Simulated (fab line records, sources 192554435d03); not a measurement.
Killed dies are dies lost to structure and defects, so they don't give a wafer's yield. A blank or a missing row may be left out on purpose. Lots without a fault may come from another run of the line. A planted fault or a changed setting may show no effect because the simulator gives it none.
One fault seen from 2 desks | flow n5_finfet | each desk has only its own numbers; what lay behind them comes last

THE TOOL OWNER'S DESK: rie_diel-03
The tool's own readings at N5_GATE_CUT_ETCH_58 (etches SiNx in CH3F/O2, target depth 17 nm, time 128.6 s): means of the sampled wafers that have a number, for each lot that ran on this tool. A lot is out of limits, marked OUT, if its mean lies more than 4 standard deviations from the usual mean; the brackets give that distance.
Columns: A = drypump_motor_current_A at N5_GATE_CUT_ETCH_58, usual 5.7 A; B = oes_product_au at N5_GATE_CUT_ETCH_58, usual 0.80 a.u.; C = rf_vpp_V at N5_GATE_CUT_ETCH_58, usual 99.2 V; D = showerhead_plenum_p_Torr at N5_GATE_CUT_ETCH_58, usual 2.01 Torr; E = throttle_valve_pct at N5_GATE_CUT_ETCH_58, usual 16.28 %
lot  | first seen here | A   | B    | C    | D    | E
L845 | day 6 02:14     | 6.0 | 0.83 | 98.5 | 1.99 | 16.10
L856 | day 9 01:30     | 5.8 | 0.70 | 99.0 | 2.04 | 16.29
L857 | day 9 12:04     | 5.4 | 0.70 | 98.3 | 2.00 | 16.29
L858 | day 9 14:56     | 6.0 | 0.77 | 99.7 | 1.98 | 16.15
This desk's finding: nothing out of limits on any of the 4 lots.

THE DEFECT DESK
What the inspections along the route counted, lot by lot: means of the sampled wafers that have a number. A lot is out of limits, marked OUT, if its mean lies more than 4 standard deviations from the usual mean; the brackets give that distance.
Columns: A = raw_defect_count at N5_HKMG_FIN_INSPECT_28, usual 32
lot  | first seen here | A
L840 | day 4 20:10     | 32
L845 | day 6 01:52     | 30
L851 | day 7 15:56     | 23
L856 | day 9 01:11     | 22
L857 | day 9 11:28     | 36
L858 | day 9 14:28     | 17
L861 | day 10 02:27    | 34
This desk's finding: nothing out of limits on any of the 7 lots.

PUT TOGETHER
The tool owner's desk saw nothing out of limits.
The defect desk saw nothing out of limits.

WHAT THE SIMULATOR HAD PUT IN
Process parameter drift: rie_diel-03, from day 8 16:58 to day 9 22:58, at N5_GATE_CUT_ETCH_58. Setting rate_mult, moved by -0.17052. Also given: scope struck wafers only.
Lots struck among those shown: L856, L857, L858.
